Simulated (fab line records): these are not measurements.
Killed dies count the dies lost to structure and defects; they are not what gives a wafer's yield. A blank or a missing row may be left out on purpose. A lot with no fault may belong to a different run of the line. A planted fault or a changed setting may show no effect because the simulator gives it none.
Which of the tools did it? :: flow n5-finfet :: 24 lots with 72 wafers sampled at 3 steps, on a route of 1938 steps

## WHAT THE GAUGES SHOWED, per wafer
N5_BEOL_M12_INSPECT_12: inspects for defects (macro). Usual: 2.1 for raw-defect-count, sd 1.4.
lot: L074
measured: day 10 14:34
on: defect-inspect-01
raw-defect-count: 0 3 3
flag: 

lot: L075
measured: day 10 19:43
on: defect-inspect-01
raw-defect-count: 4 1 1
flag: 

lot: L077
measured: day 11 08:40
on: defect-inspect-02
raw-defect-count: 2 3 4
flag: 

lot: L076
measured: day 11 09:07
on: defect-inspect-02
raw-defect-count: 1 2 3
flag: 

lot: L078
measured: day 11 10:04
on: defect-inspect-01
raw-defect-count: 6 0 3
flag: 

lot: L081
measured: day 12 02:46
on: defect-inspect-02
raw-defect-count: 2 0 2
flag: 

lot: L080
measured: day 12 09:31
on: defect-inspect-01
raw-defect-count: 5 2 2
flag: 

lot: L079
measured: day 12 12:16
on: defect-inspect-01
raw-defect-count: 3 1 4
flag: 

lot: L082
measured: day 12 13:33
on: defect-inspect-01
raw-defect-count: 2 2 1
flag: 

lot: L083
measured: day 12 17:28
on: defect-inspect-02
raw-defect-count: 5 2 2
flag: 

lot: L084
measured: day 13 03:55
on: defect-inspect-02
raw-defect-count: 2 2 3
flag: 

lot: L086
measured: day 13 18:33
on: defect-inspect-02
raw-defect-count: 3 2 1
flag: 

lot: L085
measured: day 13 20:57
on: defect-inspect-02
raw-defect-count: 0 0 4
flag: 

lot: L089
measured: day 13 23:56
on: defect-inspect-01
raw-defect-count: 2 4 0
flag: 

lot: L087
measured: day 14 04:34
on: defect-inspect-02
raw-defect-count: 4 2 3
flag: 

lot: L088
measured: day 14 04:47
on: defect-inspect-01
raw-defect-count: 1 0 0
flag: 

lot: L090
measured: day 14 22:20
on: defect-inspect-02
raw-defect-count: 3 6 2
flag: 

lot: L091
measured: day 15 00:19
on: defect-inspect-01
raw-defect-count: 0 0 2
flag: 

lot: L093
measured: day 15 00:49
on: defect-inspect-02
raw-defect-count: 3 2 2
flag: 

lot: L092
measured: day 15 04:16
on: defect-inspect-01
raw-defect-count: 2 2 1
flag: 

lot: L094
measured: day 15 09:47
on: defect-inspect-01
raw-defect-count: 2 5 1
flag: 

lot: L095
measured: day 16 07:26
on: defect-inspect-02
raw-defect-count: 1 2 2
flag: 

lot: L097
measured: day 16 14:01
on: defect-inspect-01
raw-defect-count: 2 3 3
flag: 

lot: L096
measured: day 16 14:23
on: defect-inspect-01
raw-defect-count: 2 1 2
flag: 

N5_BEOL_M12_INSPECT_30: inspects for defects (macro). Usual: 2.0 for raw-defect-count, sd 1.4.
lot: L074
measured: day 10 15:36
on: defect-inspect-01
raw-defect-count: 1 0 0
flag: 

lot: L075
measured: day 10 20:50
on: defect-inspect-01
raw-defect-count: 0 2 2
flag: 

lot: L077
measured: day 11 09:49
on: defect-inspect-02
raw-defect-count: 1 4 2
flag: 

lot: L076
measured: day 11 10:02
on: defect-inspect-02
raw-defect-count: 5 4 2
flag: 

lot: L078
measured: day 11 11:44
on: defect-inspect-02
raw-defect-count: 2 3 1
flag: 

lot: L081
measured: day 12 03:48
on: defect-inspect-02
raw-defect-count: 2 4 4
flag: 

lot: L080
measured: day 12 10:34
on: defect-inspect-01
raw-defect-count: 2 3 2
flag: 

lot: L079
measured: day 12 13:22
on: defect-inspect-01
raw-defect-count: 3 0 2
flag: 

lot: L082
measured: day 12 14:28
on: defect-inspect-01
raw-defect-count: 1 3 2
flag: 

lot: L083
measured: day 12 18:22
on: defect-inspect-01
raw-defect-count: 6 4 2
flag: 

lot: L084
measured: day 13 05:09
on: defect-inspect-01
raw-defect-count: 1 1 1
flag: 

lot: L086
measured: day 13 19:28
on: defect-inspect-01
raw-defect-count: 1 1 1
flag: 

lot: L085
measured: day 13 21:58
on: defect-inspect-02
raw-defect-count: 1 2 1
flag: 

lot: L089
measured: day 14 00:50
on: defect-inspect-01
raw-defect-count: 1 2 1
flag: 

lot: L087
measured: day 14 05:50
on: defect-inspect-01
raw-defect-count: 2 1 1
flag: 

lot: L088
measured: day 14 06:00
on: defect-inspect-02
raw-defect-count: 4 1 2
flag: 

lot: L090
measured: day 14 23:15
on: defect-inspect-01
raw-defect-count: 2 1 1
flag: 

lot: L091
measured: day 15 01:14
on: defect-inspect-01
raw-defect-count: 0 3 0
flag: 

lot: L093
measured: day 15 02:22
on: defect-inspect-02
raw-defect-count: 3 2 1
flag: 

lot: L092
measured: day 15 05:11
on: defect-inspect-01
raw-defect-count: 3 2 0
flag: 

lot: L094
measured: day 15 10:52
on: defect-inspect-02
raw-defect-count: 1 3 3
flag: 

lot: L095
measured: day 16 08:20
on: defect-inspect-02
raw-defect-count: 1 2 2
flag: 

lot: L097
measured: day 16 15:03
on: defect-inspect-02
raw-defect-count: 1 3 3
flag: 

lot: L096
measured: day 16 15:18
on: defect-inspect-01
raw-defect-count: 2 0 0
flag: 

## WHICH TOOL RAN EACH LOT (tool, then ch and the chambers of the sampled wafers, then the start)
lot: L074
N5_BEOL_M12_STRIP_63: plasma-asher-01 ch 0, day 10 14:53

lot: L075
N5_BEOL_M12_STRIP_63: plasma-asher-01 ch 0,1, day 10 20:07

lot: L077
N5_BEOL_M12_STRIP_63: plasma-asher-02 ch 0,1, day 11 09:13

lot: L076
N5_BEOL_M12_STRIP_63: plasma-asher-02 ch 0,1, day 11 09:26

lot: L078
N5_BEOL_M12_STRIP_63: plasma-asher-02 ch 0,1, day 11 11:02

lot: L081
N5_BEOL_M12_STRIP_63: plasma-asher-02 ch 0,1, day 12 03:06

lot: L080
N5_BEOL_M12_STRIP_63: plasma-asher-01 ch 0,1, day 12 09:50

lot: L079
N5_BEOL_M12_STRIP_63: plasma-asher-02 ch 0,1, day 12 12:46

lot: L082
N5_BEOL_M12_STRIP_63: plasma-asher-01 ch 0,1, day 12 13:53

lot: L083
N5_BEOL_M12_STRIP_63: plasma-asher-01 ch 1, day 12 17:47

lot: L084
N5_BEOL_M12_STRIP_63: plasma-asher-02 ch 0,1, day 13 04:34

lot: L086
N5_BEOL_M12_STRIP_63: plasma-asher-02 ch 0,1, day 13 18:52

lot: L085
N5_BEOL_M12_STRIP_63: plasma-asher-01 ch 0,1, day 13 21:22

lot: L089
N5_BEOL_M12_STRIP_63: plasma-asher-02 ch 0,1, day 14 00:15

lot: L087
N5_BEOL_M12_STRIP_63: plasma-asher-02 ch 0,1, day 14 04:54

lot: L088
N5_BEOL_M12_STRIP_63: plasma-asher-02 ch 0, day 14 05:12

lot: L090
N5_BEOL_M12_STRIP_63: plasma-asher-02 ch 0,1, day 14 22:39

lot: L091
N5_BEOL_M12_STRIP_63: plasma-asher-01 ch 0, day 15 00:38

lot: L093
N5_BEOL_M12_STRIP_63: plasma-asher-01 ch 0,1, day 15 01:47

lot: L092
N5_BEOL_M12_STRIP_63: plasma-asher-01 ch 0,1, day 15 04:35

lot: L094
N5_BEOL_M12_STRIP_63: plasma-asher-02 ch 0,1, day 15 10:06

lot: L095
N5_BEOL_M12_STRIP_63: plasma-asher-02 ch 0,1, day 16 07:45

lot: L097
N5_BEOL_M12_STRIP_63: plasma-asher-02 ch 0,1, day 16 14:20

lot: L096
N5_BEOL_M12_STRIP_63: plasma-asher-02 ch 0,1, day 16 14:43
- N5_BEOL_M12_STRIP_63: strips in N2/H2.

## WHAT THE TOOLS THEMSELVES READ (means of the sampled wafers that have a number; where no wafer has one, the mark that the record gives instead)
N5_BEOL_M12_STRIP_63. Usual: drypump-motor-current-A 5.56 A, standard deviation 0.18; heater-power-w 345 W, standard deviation 24; oes-product-au 0.693 a.u., standard deviation 0.0041; strip-time-to-endpoint-s 42.3 s, standard deviation 0.79.
lot: L074
tool: plasma-asher-01
drypump-motor-current-A (A): 5.38
heater-power-w (W): 319
oes-product-au (a.u.): 0.687
strip-time-to-endpoint-s (s): 41.1
flag: 

lot: L075
tool: plasma-asher-01
drypump-motor-current-A (A): 5.64
heater-power-w (W): 367
oes-product-au (a.u.): 0.695
strip-time-to-endpoint-s (s): 42.8
flag: 

lot: L077
tool: plasma-asher-02
drypump-motor-current-A (A): 5.50
heater-power-w (W): 337
oes-product-au (a.u.): 0.693
strip-time-to-endpoint-s (s): 43.1
flag: 

lot: L076
tool: plasma-asher-02
drypump-motor-current-A (A): 5.62
heater-power-w (W): 343
oes-product-au (a.u.): 0.693
strip-time-to-endpoint-s (s): 42.3
flag: 

lot: L078
tool: plasma-asher-02
drypump-motor-current-A (A): 5.48
heater-power-w (W): 342
oes-product-au (a.u.): 0.695
strip-time-to-endpoint-s (s): 43.8
flag: 

lot: L081
tool: plasma-asher-02
drypump-motor-current-A (A): 5.49
heater-power-w (W): 337
oes-product-au (a.u.): 0.695
strip-time-to-endpoint-s (s): 41.9
flag: 

lot: L080
tool: plasma-asher-01
drypump-motor-current-A (A): 5.63
heater-power-w (W): 371
oes-product-au (a.u.): 0.694
strip-time-to-endpoint-s (s): 42.6
flag: 

lot: L079
tool: plasma-asher-02
drypump-motor-current-A (A): 5.62
heater-power-w (W): 336
oes-product-au (a.u.): 0.694
strip-time-to-endpoint-s (s): 41.8
flag: 

lot: L082
tool: plasma-asher-01
drypump-motor-current-A (A): 5.64
heater-power-w (W): 367
oes-product-au (a.u.): 0.691
strip-time-to-endpoint-s (s): 41.4
flag: 

lot: L083
tool: plasma-asher-01
drypump-motor-current-A (A): 5.75
heater-power-w (W): 391
oes-product-au (a.u.): 0.691
strip-time-to-endpoint-s (s): 42.5
flag: 

lot: L084
tool: plasma-asher-02
drypump-motor-current-A (A): 5.49
heater-power-w (W): 340
oes-product-au (a.u.): 0.693
strip-time-to-endpoint-s (s): 41.2
flag: 

lot: L086
tool: plasma-asher-02
drypump-motor-current-A (A): 5.61
heater-power-w (W): 339
oes-product-au (a.u.): 0.688
strip-time-to-endpoint-s (s): 42.5
flag: 

lot: L085
tool: plasma-asher-01
drypump-motor-current-A (A): 5.56
heater-power-w (W): 342
oes-product-au (a.u.): 0.694
strip-time-to-endpoint-s (s): 42.8
flag: 

lot: L089
tool: plasma-asher-02
drypump-motor-current-A (A): 5.48
heater-power-w (W): 341
oes-product-au (a.u.): 0.696
strip-time-to-endpoint-s (s): 42.8
flag: 

lot: L087
tool: plasma-asher-02
drypump-motor-current-A (A): 5.48
heater-power-w (W): 345
oes-product-au (a.u.): 0.693
strip-time-to-endpoint-s (s): 42.5
flag: 

lot: L088
tool: plasma-asher-02
drypump-motor-current-A (A): 5.36
heater-power-w (W): 341
oes-product-au (a.u.): 0.694
strip-time-to-endpoint-s (s): 42.6
flag: 

lot: L090
tool: plasma-asher-02
drypump-motor-current-A (A): 5.49
heater-power-w (W): 345
oes-product-au (a.u.): 0.695
strip-time-to-endpoint-s (s): 41.7
flag: 

lot: L091
tool: plasma-asher-01
drypump-motor-current-A (A): 5.40
heater-power-w (W): 317
oes-product-au (a.u.): 0.692
strip-time-to-endpoint-s (s): 42.3
flag: 

lot: L093
tool: plasma-asher-01
drypump-motor-current-A (A): 5.62
heater-power-w (W): 367
oes-product-au (a.u.): 0.692
strip-time-to-endpoint-s (s): 42.3
flag: 

lot: L092
tool: plasma-asher-01
drypump-motor-current-A (A): 5.49
heater-power-w (W): 344
oes-product-au (a.u.): 0.695
strip-time-to-endpoint-s (s): 42.2
flag: 

lot: L094
tool: plasma-asher-02
drypump-motor-current-A (A): 5.63
heater-power-w (W): 337
oes-product-au (a.u.): 0.694
strip-time-to-endpoint-s (s): 43.3
flag: 

lot: L095
tool: plasma-asher-02
drypump-motor-current-A (A): 5.50
heater-power-w (W): 344
oes-product-au (a.u.): 0.691
strip-time-to-endpoint-s (s): 41.6
flag: 

lot: L097
tool: plasma-asher-02
drypump-motor-current-A (A): 5.50
heater-power-w (W): 339
oes-product-au (a.u.): 0.690
strip-time-to-endpoint-s (s): 42.9
flag: 

lot: L096
tool: plasma-asher-02
drypump-motor-current-A (A): 5.48
heater-power-w (W): 340
oes-product-au (a.u.): 0.697
strip-time-to-endpoint-s (s): 42.8
flag: 

## THE ANSWER, worked out from the rows above alone
Rule: a lot counts as off when the mean over its wafers that have a number is more than 3 standard deviations away from the usual mean. A lot without any number at a reading at which 4 lots or more have one is off too. The other lots that the step has rows for count as sound. After the gauges, taken in route order, come the tools' own readings; for these a lot's mean is taken, as printed above. The first step at which some lot is off is used, and at that step the reading that is off furthest; a lot without a number counts as furthest.
Across all readings shown, no lot is off: no conclusion can be drawn from this.

## WHAT THE SIMULATOR HAD PUT IN
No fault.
